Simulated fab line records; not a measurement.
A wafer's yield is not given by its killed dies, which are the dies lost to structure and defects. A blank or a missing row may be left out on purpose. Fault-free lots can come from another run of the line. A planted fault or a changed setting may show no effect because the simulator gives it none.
Which tool was responsible? -- flow nandHarc -- Sampling: 6 lots, 18 wafers, 2 of 1302 route steps

== WHAT THE GAUGES SHOWED, per wafer ==
NHARC_P_ZERO_WELL_CD_MEAS_52 targets a cd of 2000 nm.
lot,measured,on,cdNm (nm)
L798,day 4 13:39,cdSem-02,1953.8 1954.3 1953.4
L802,day 6 05:50,cdSem-02,2001.0 2002.9 2003.4
L807,day 8 07:46,cdSem-02,2003.0 2003.3 2001.3
L811,day 10 00:08,cdSem-02,2000.8 2001.6 2000.9
L813,day 10 19:58,cdSem-01,2002.8 2001.9 2002.9
L815,day 11 16:01,cdSem-02,2003.6 1999.0 2001.0

== WHICH TOOL RAN EACH LOT (tool, then ch and the chambers of the sampled wafers, then the start) ==
lot,NHARC_P_ZERO_WELL_EXPOSE_49
L798,"krfScanner-02 ch 0, day 4 13:29"
L802,"krfScanner-01 ch 0, day 6 05:40"
L807,"krfScanner-02 ch 0, day 8 07:36"
L811,"krfScanner-02 ch 0, day 9 23:59"
L813,"krfScanner-02 ch 0, day 10 19:49"
L815,"krfScanner-04 ch 0, day 11 15:52"
- NHARC_P_ZERO_WELL_EXPOSE_49: exposes mask P HVPW, target cd 2000 nm.

== THE ANSWER, worked out from the rows above alone ==
Rule: usual is defined by the lots themselves. The widest of any qualifying gaps counts: lots, ordered by their means at a reading, are off when they make up no more than a third of the lots, leave a main group of 4 or more, and stand apart from it by 3 or more times the standard deviation of that group's means. A main group is skipped when, at the precision printed for the reading in the tables above, its means are all equal. A lot without any number at a reading at which 4 lots or more have one is off too. Any other lot the step has rows for is counted as sound.
Off, at NHARC_P_ZERO_WELL_CD_MEAS_52 on cdNm: L798. The main group has a mean of 2002.0 nm with a standard deviation of 0.66.
If a tool, at a process step before that reading, ran all the lots that are off and no sound lot after the first of them, it fits. Gauges at NHARC_P_ZERO_WELL_CD_MEAS_52: tried the same way as those tools. None of those tried fits.

== WHAT HAD BEEN PUT IN BY THE SIMULATOR ==
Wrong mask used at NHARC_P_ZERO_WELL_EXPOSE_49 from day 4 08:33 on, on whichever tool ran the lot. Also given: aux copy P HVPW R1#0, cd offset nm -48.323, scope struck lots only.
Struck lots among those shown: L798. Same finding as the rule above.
